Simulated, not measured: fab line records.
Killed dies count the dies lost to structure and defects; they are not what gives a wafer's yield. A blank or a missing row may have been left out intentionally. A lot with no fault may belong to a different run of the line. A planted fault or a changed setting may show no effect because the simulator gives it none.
Which tool is to blame?    flow n5-finfet    26 wafers from 10 lots sampled at 5 of the route's 1938 steps

WHAT EACH GAUGE READ, for each wafer
N5_BEOL_M4_RC_MEAS_101.
lot   measured      on         DIBL_N (mV/V)   DIBL_P (mV/V)   IOFF_N (nA/um)  IOFF_P (nA/um)  ION_N (uA/um)  ION_P (uA/um)  SS_N (mV/dec)   SS_P (mV/dec)   VT_N (mV)    VT_P (mV)
L349  day 12 09:55  prober-01  36.0 41.0 37.1  33.5 39.8 35.3  0.15 0.31 0.17  0.17 0.28 0.20  683 702 672    459 465 459    71.5 72.3 71.9  73.2 74.6 73.7  248 239 247  -252 -246 -250
L351  day 12 12:42  prober-02  38.0 37.4       37.0 37.3       0.19 0.16       0.20 0.21       692 681        462 459        71.4 71.2       73.3 73.3       247 249      -252 -252
L353  day 12 17:31  prober-02  36.9 35.0       37.8 34.6       0.16 0.14       0.22 0.18       654 679        455 455        71.3 71.2       74.1 73.2       252 250      -251 -253
L354  day 13 17:27  prober-01  38.0 36.3       39.8 37.5       0.20 0.16       0.25 0.21       684 684        466 469        72.1 72.1       75.0 73.8       244 252      -250 -249
L358  day 14 11:06  prober-02  34.1 36.3 34.2  34.6 37.9 35.2  0.14 0.19 0.16  0.18 0.24 0.19  668 697 689    453 472 470    70.5 72.3 71.6  72.2 73.2 73.5  250 247 247  -252 -248 -249
L360  day 14 15:04  prober-02  40.5 34.8 39.7  39.8 32.8 38.2  0.25 0.13 0.21  0.26 0.16 0.23  689 669 681    464 452 462    72.8 70.7 72.7  74.4 72.4 73.4  242 250 246  -247 -253 -252
L364  day 15 22:14  prober-02  37.4 36.1       38.8 37.4       0.16 0.15       0.23 0.20       663 674        454 456        71.4 71.9       74.0 73.9       254 252      -251 -252
L366  day 16 00:22  prober-01  38.0 37.0 39.6  36.7 35.4 38.5  0.18 0.16 0.20  0.22 0.20 0.24  665 677 681    457 462 463    71.2 71.2 72.0  73.7 73.1 74.4  248 248 246  -250 -249 -251
L368  day 17 01:41  prober-01  38.0 33.6 35.8  40.6 34.2 36.5  0.18 0.11 0.15  0.23 0.14 0.17  686 645 675    471 444 454    72.0 71.2 71.7  73.7 71.8 73.3  247 256 251  -252 -253 -256
L369  day 17 01:52  prober-02  38.5 35.3 36.5  36.9 35.0 36.6  0.20 0.15 0.15  0.21 0.19 0.20  681 682 671    464 464 457    72.8 71.3 71.7  73.6 73.6 73.2  247 248 251  -249 -249 -249

N5_BEOL_M8_CD_MEAS_35: target cd 40 nm.
lot   measured      on         cd-nm (nm)
L349  day 14 00:46  cd-sem-02  39.8 39.8 39.3
L351  day 14 07:20  cd-sem-02  39.4 38.0
L353  day 14 09:47  cd-sem-03  40.0 38.2
L354  day 15 06:32  cd-sem-03  39.1 39.8
L358  day 15 22:56  cd-sem-02  39.3 39.7 40.3
L360  day 16 01:38  cd-sem-02  39.2 40.6 40.0
L364  day 17 11:01  cd-sem-03  39.9 40.5
L366  day 17 07:34  cd-sem-01  40.1 39.1 40.1
L368  day 18 11:52  cd-sem-03  39.1 39.9 37.9
L369  day 18 17:27  cd-sem-03  40.4 39.2 39.0

N5_BEOL_M9_THK_MEAS_01.
lot   measured      on             M9_ILD_THK (nm)
L349  day 14 05:07  film-metro-02  258 265 270
L351  day 14 13:07  film-metro-02  265 269
L353  day 14 13:24  film-metro-01  96 272
L354  day 15 09:20  film-metro-01  99 263
L358  day 16 02:41  film-metro-01  101 267 269
L360  day 16 04:43  film-metro-02  278 276 273
L364  day 17 14:23  film-metro-02  270 273
L366  day 17 11:52  film-metro-02  269 273 274
L368  day 18 15:10  film-metro-01  268 264 268
L369  day 18 21:53  film-metro-01  262 265 265

WHICH TOOL RAN EACH LOT (tool, then ch and the chambers of the sampled wafers, then the start)
lot   N5_BEOL_M8_ALD_77                    N5_BEOL_M9_ILD_DEP_00
L349  ald-metal-04 ch 1,2,3, day 14 01:14  pecvd-03 ch 0,1, day 14 04:32
L351  ald-metal-01 ch 2,3, day 14 09:44    pecvd-03 ch 0, day 14 12:29
L353  ald-metal-01 ch 0,1, day 14 10:23    pecvd-03 ch 0,1, day 14 12:46
L354  ald-metal-01 ch 1,3, day 15 07:11    pecvd-03 ch 1,2, day 15 08:44
L358  ald-metal-02 ch 0,1,3, day 15 23:37  pecvd-03 ch 0,2, day 16 02:04
L360  ald-metal-01 ch 0,1, day 16 02:20    pecvd-02 ch 0,1, day 16 04:08
L364  ald-metal-04 ch 0,1, day 17 12:09    pecvd-02 ch 0,1, day 17 13:47
L366  ald-metal-04 ch 0,3, day 17 08:16    pecvd-02 ch 0,1, day 17 11:06
L368  ald-metal-02 ch 0,1,2, day 18 12:47  pecvd-04 ch 0,1,2, day 18 14:35
L369  ald-metal-01 ch 0,3, day 18 19:38    pecvd-03 ch 1,2, day 18 21:17
- N5_BEOL_M8_ALD_77: deposits TaN, target thk 2 nm, pulse time 2 s, purge time 3 s.
- N5_BEOL_M9_ILD_DEP_00: deposits SiCOH lowk from DEMS/porogen, target thk 308.51 nm, time 58 s.

WHAT THE TOOLS THEMSELVES READ (means of the sampled wafers that have a number; where no wafer has one, the mark that the record gives instead)
N5_BEOL_M8_ALD_77.
lot   tool          heater-power-w (W)
L349  ald-metal-04  446
L351  ald-metal-01  416
L353  ald-metal-01  425
L354  ald-metal-01  478
L358  ald-metal-02  398
L360  ald-metal-01  447
L364  ald-metal-04  470
L366  ald-metal-04  481
L368  ald-metal-02  387
L369  ald-metal-01  425

N5_BEOL_M9_ILD_DEP_00.
lot   tool      heater-power-w (W)  run-length-s (s)  showerhead-plenum-p-Torr (Torr)  throttle-valve-pct (%)
L349  pecvd-03  221                 100.6             5.726                            14.4
L351  pecvd-03  221                 100.7             5.732                            14.2
L353  pecvd-03  222                 82.5              5.729                            14.2
L354  pecvd-03  300                 83.2              5.735                            13.9
L358  pecvd-03  267                 89.0              5.745                            13.7
L360  pecvd-02  369                 100.5             5.730                            14.5
L364  pecvd-02  341                 101.2             5.733                            14.3
L366  pecvd-02  349                 100.9             5.732                            14.1
L368  pecvd-04  405                 100.7             5.722                            14.0
L369  pecvd-03  292                 100.8             5.739                            14.4

THE ANSWER, worked out from the rows above alone
Rule: the lots themselves supply what counts as usual. Put in order of their means at a reading, lots are off if they are a third of the lots or fewer, leave a main group of 4 or more, and stand apart from it by a gap of 3 or more times the standard deviation of the main group's means; of several such gaps the widest counts. A main group whose means are all the same, to the digits that the tables above print for the reading, isn't used. A lot without any number at a reading at which 4 lots or more have one is off too. All remaining lots with rows at the step are treated as sound. After the gauges, taken in route order, come the tools' own readings; for these a lot's mean is taken, as printed above. At the first step where some lot is off, the reading lying furthest off is the one used; lots without a number count as furthest.
Off: L353, L354, L358, seen at N5_BEOL_M9_THK_MEAS_01 (M9_ILD_THK). For the main group the mean is 269 nm and the standard deviation 4.1.
A tool fits if, at a process step before that reading, it ran every lot that is off, and no sound lot after the first of them. The gauges at N5_BEOL_M9_THK_MEAS_01 aren't tried: what is off there is off at N5_BEOL_M9_ILD_DEP_00 too, on other tools, and a gauge's error can't cause that. None of those tried fits.

WHAT WAS PUT IN BY THE SIMULATOR
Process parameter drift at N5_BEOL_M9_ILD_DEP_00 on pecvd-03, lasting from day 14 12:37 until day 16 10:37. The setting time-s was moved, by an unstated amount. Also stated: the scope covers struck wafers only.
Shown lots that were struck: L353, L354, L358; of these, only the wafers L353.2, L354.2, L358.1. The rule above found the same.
